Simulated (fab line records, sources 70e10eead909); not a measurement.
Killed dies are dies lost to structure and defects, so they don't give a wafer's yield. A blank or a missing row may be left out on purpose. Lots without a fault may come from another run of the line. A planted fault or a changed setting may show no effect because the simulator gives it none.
Which tool did it? | flow nand_harc | 12 lots, 36 wafers sampled, at 5 steps of a route of 1159

WHAT THE GAUGES READ, wafer by wafer
NHARC_THIN_TSV_CD_MEAS_33: target cd 5000 nm.
lot  | measured     | on        | cd_nm (nm)
L701 | day 19 17:19 | cd_sem-01 | 5000.5 5001.2 5000.2
L703 | day 19 20:15 | cd_sem-03 | 4999.9 5002.4 5001.8
L700 | day 19 18:34 | cd_sem-01 | 5001.7 5000.4 5002.3
L702 | day 19 23:47 | cd_sem-01 | 4999.4 4997.9 4997.7
L704 | day 19 22:22 | cd_sem-03 | 4997.1 4997.8 4998.0
L705 | day 20 11:04 | cd_sem-02 | 4999.4 4998.8 4998.4
L707 | day 20 12:14 | cd_sem-01 | 4998.1 5000.5 4998.7
L706 | day 20 18:10 | cd_sem-03 | 5000.8 5000.1 5001.5
L710 | day 21 05:32 | cd_sem-01 | 5000.1 5000.1 5000.0
L714 | day 22 01:12 | cd_sem-02 | 4999.4 5001.1 5001.3
L721 | day 23 10:00 | cd_sem-02 | 4999.7 4998.8 4999.1
L722 | day 24 00:49 | cd_sem-03 | 5000.2 4999.9 4998.7

NHARC_END_WLT_00.
lot  | measured     | on        | VT_DECK1_BOTTOM   | VT_DECK1_BOTTOM_INNER | VT_DECK1_MEDIAN_NEAR_BOTTOM | VT_DECK1_MEDIAN_NEAR_BOTTOM_INNER | VT_DECK1_MIDDLE   | VT_DECK1_MIDDLE_INNER | VT_DECK1_TOP      | VT_DECK1_TOP_INNER
L701 | day 19 23:58 | prober-02 | 0.875 0.864 0.875 | 0.866 0.871 0.872     | 0.864 0.868 0.874           | 0.867 0.865 0.872                 | 0.891 0.890 0.884 | 0.879 0.891 0.883     | 0.898 0.903 0.904 | 0.893 0.906 0.904
L703 | day 20 07:46 | prober-01 | 0.863 0.859 0.866 | 0.855 0.864 0.860     | 0.871 0.859 0.865           | 0.862 0.862 0.862                 | 0.876 0.875 0.878 | 0.877 0.878 0.885     | 0.890 0.893 0.876 | 0.893 0.888 0.890
L700 | day 19 23:58 | prober-01 | 0.875 0.869 0.863 | 0.876 0.867 0.866     | 0.874 0.862 0.860           | 0.875 0.873 0.869                 | 0.881 0.883 0.877 | 0.891 0.880 0.885     | 0.893 0.893 0.890 | 0.894 0.894 0.897
L702 | day 20 15:35 | prober-02 | 0.878 0.880 0.871 | 0.882 0.881 0.885     | 0.877 0.881 0.875           | 0.880 0.882 0.878                 | 0.885 0.891 0.887 | 0.890 0.887 0.881     | 0.895 0.904 0.910 | 0.907 0.902 0.894
L704 | day 20 07:47 | prober-02 | 0.866 0.881 0.873 | 0.871 0.883 0.870     | 0.884 0.881 0.879           | 0.873 0.874 0.874                 | 0.893 0.893 0.893 | 0.887 0.884 0.893     | 0.899 0.909 0.902 | 0.900 0.906 0.900
L705 | day 20 16:57 | prober-01 | 0.877 0.861 0.864 | 0.878 0.862 0.867     | 0.875 0.867 0.873           | 0.877 0.873 0.871                 | 0.892 0.876 0.887 | 0.881 0.878 0.887     | 0.894 0.897 0.897 | 0.888 0.886 0.889
L707 | day 20 22:50 | prober-02 | 0.869 0.871 0.875 | 0.880 0.876 0.870     | 0.883 0.872 0.872           | 0.872 0.875 0.875                 | 0.891 0.885 0.883 | 0.891 0.886 0.891     | 0.902 0.898 0.899 | 0.905 0.897 0.904
L706 | day 21 07:06 | prober-02 | 0.872 0.872 0.869 | 0.879 0.878 0.866     | 0.875 0.880 0.865           | 0.879 0.880 0.866                 | 0.885 0.887 0.883 | 0.880 0.882 0.892     | 0.891 0.894 0.903 | 0.888 0.890 0.898
L710 | day 21 11:29 | prober-01 | 0.884 0.878 0.884 | 0.880 0.877 0.884     | 0.881 0.886 0.873           | 0.893 0.884 0.881                 | 0.893 0.896 0.892 | 0.898 0.892 0.893     | 0.911 0.903 0.906 | 0.899 0.900 0.907
L714 | day 22 06:24 | prober-02 | 0.865 0.866 0.872 | 0.870 0.868 0.858     | 0.862 0.863 0.867           | 0.866 0.866 0.868                 | 0.878 0.867 0.884 | 0.876 0.877 0.876     | 0.883 0.894 0.890 | 0.885 0.887 0.892
L721 | day 23 14:55 | prober-01 | 0.873 0.880 0.876 | 0.883 0.873 0.879     | 0.892 0.875 0.884           | 0.882 0.886 0.880                 | 0.897 0.894 0.892 | 0.889 0.897 0.893     | 0.906 0.904 0.905 | 0.905 0.901 0.909
L722 | day 24 06:05 | prober-01 | 0.867 0.867 0.860 | 0.871 0.876 0.865     | 0.874 0.871 0.873           | 0.869 0.869 0.873                 | 0.892 0.891 0.887 | 0.893 0.889 0.881     | 0.908 0.906 0.902 | 0.896 0.901 0.897

NHARC_END_SORT_01.
lot  | measured     | on        | killed_at_array | killed_at_other | killed_at_periphery | killed_dies | killed_open | killed_short
L721 | day 23 18:14 | prober-01 | 24 97 22        | 0 2 0           | 4 1 3               | 28 100 25   | 2 4 1       | 1 2 1
L722 | day 24 09:02 | prober-01 | 14 86 82        | 0 1 0           | 2 0 1               | 16 87 83    | 4 0 2       | 0 1 2

WHICH TOOL RAN EACH LOT (tool, then ch and the chambers of the sampled wafers, then the start)
lot  | NHARC_A_WL_FILL_CVD_03        | NHARC_THIN_TSV_STRIP_62
L701 | cvd_w-01 ch 0,1, day 15 10:11 | plasma_asher-01 ch 0,1, day 19 13:58
L703 | cvd_w-01 ch 1, day 15 13:00   | plasma_asher-01 ch 0,1, day 19 16:44
L700 | cvd_w-01 ch 0,1, day 15 16:13 | plasma_asher-01 ch 0,1, day 19 15:19
L702 | cvd_w-02 ch 0,1, day 15 18:10 | plasma_asher-01 ch 0,1, day 19 20:35
L704 | cvd_w-01 ch 0,1, day 15 19:32 | plasma_asher-01 ch 0,1, day 19 18:42
L705 | cvd_w-02 ch 0,1, day 16 06:52 | plasma_asher-01 ch 0,1, day 20 07:36
L707 | cvd_w-01 ch 0,1, day 16 15:08 | plasma_asher-01 ch 0, day 20 08:34
L706 | cvd_w-02 ch 0,1, day 16 19:01 | plasma_asher-02 ch 0,1, day 20 14:52
L710 | cvd_w-02 ch 0,1, day 17 14:11 | plasma_asher-01 ch 0,1, day 21 02:02
L714 | cvd_w-02 ch 0,1, day 18 03:19 | plasma_asher-02 ch 0,1, day 21 22:01
L721 | cvd_w-02 ch 0,1, day 19 16:13 | plasma_asher-01 ch 0, day 23 06:23
L722 | cvd_w-02 ch 0,1, day 19 19:28 | plasma_asher-02 ch 0,1, day 23 21:31
- NHARC_A_WL_FILL_CVD_03: deposits W, target thk 40 nm, time 3302 s.
- NHARC_THIN_TSV_STRIP_62: strips in N2/H2, time 20 s.

WHAT THE TOOLS THEMSELVES READ (means of the sampled wafers that have a number; where no wafer has one, the mark that the record gives instead)
NHARC_A_WL_FILL_CVD_03.
lot  | tool     | chamber_pressure_Torr (Torr) | heater_power_w (W) | throttle_valve_pct (%)
L701 | cvd_w-01 | 40.05                        | 442                | 7.6
L703 | cvd_w-01 | 39.90                        | 446                | 7.5
L700 | cvd_w-01 | 40.03                        | 438                | 7.6
L702 | cvd_w-02 | 40.02                        | 459                | 8.0
L704 | cvd_w-01 | 39.91                        | 444                | 7.5
L705 | cvd_w-02 | 39.96                        | 466                | 7.7
L707 | cvd_w-01 | 40.04                        | 447                | 7.7
L706 | cvd_w-02 | 39.94                        | 458                | 8.1
L710 | cvd_w-02 | 39.93                        | 462                | 7.8
L714 | cvd_w-02 | 40.03                        | 445                | 8.0
L721 | cvd_w-02 | 39.97                        | 444                | 8.0
L722 | cvd_w-02 | 40.02                        | 466                | 7.7

NHARC_THIN_TSV_STRIP_62.
lot  | tool            | drypump_motor_current_A (A) | heater_power_w (W)
L701 | plasma_asher-01 | 5.4                         | 355
L703 | plasma_asher-01 | 5.2                         | 379
L700 | plasma_asher-01 | 5.4                         | 352
L702 | plasma_asher-01 | 5.4                         | 349
L704 | plasma_asher-01 | 5.4                         | 349
L705 | plasma_asher-01 | 5.4                         | 350
L707 | plasma_asher-01 | 5.6                         | 324
L706 | plasma_asher-02 | 6.2                         | 322
L710 | plasma_asher-01 | 5.4                         | 349
L714 | plasma_asher-02 | 6.2                         | 329
L721 | plasma_asher-01 | 5.7                         | 327
L722 | plasma_asher-02 | 6.1                         | 322

THE ANSWER, worked out from the rows above alone
Rule: what is usual is taken from the lots themselves. Put in order of their means at a reading, lots are off if they are a third of the lots or fewer, leave a main group of 4 or more, and stand apart from it by a gap of 3 or more times the standard deviation of the main group's means; of several such gaps the widest counts. A main group whose means are all the same, to the digits that the tables above print for the reading, isn't used. A lot without any number at a reading at which 4 lots or more have one is off too. The other lots that the step has rows for count as sound. The gauges are gone through in route order, then the tools' own readings, and for those a lot's mean is taken as printed above. The first step at which some lot is off is used, and at that step the reading that is off furthest; a lot without a number counts as furthest.
No lot is off at any reading shown: from this, nothing can be told.

WHAT THE SIMULATOR HAD PUT IN
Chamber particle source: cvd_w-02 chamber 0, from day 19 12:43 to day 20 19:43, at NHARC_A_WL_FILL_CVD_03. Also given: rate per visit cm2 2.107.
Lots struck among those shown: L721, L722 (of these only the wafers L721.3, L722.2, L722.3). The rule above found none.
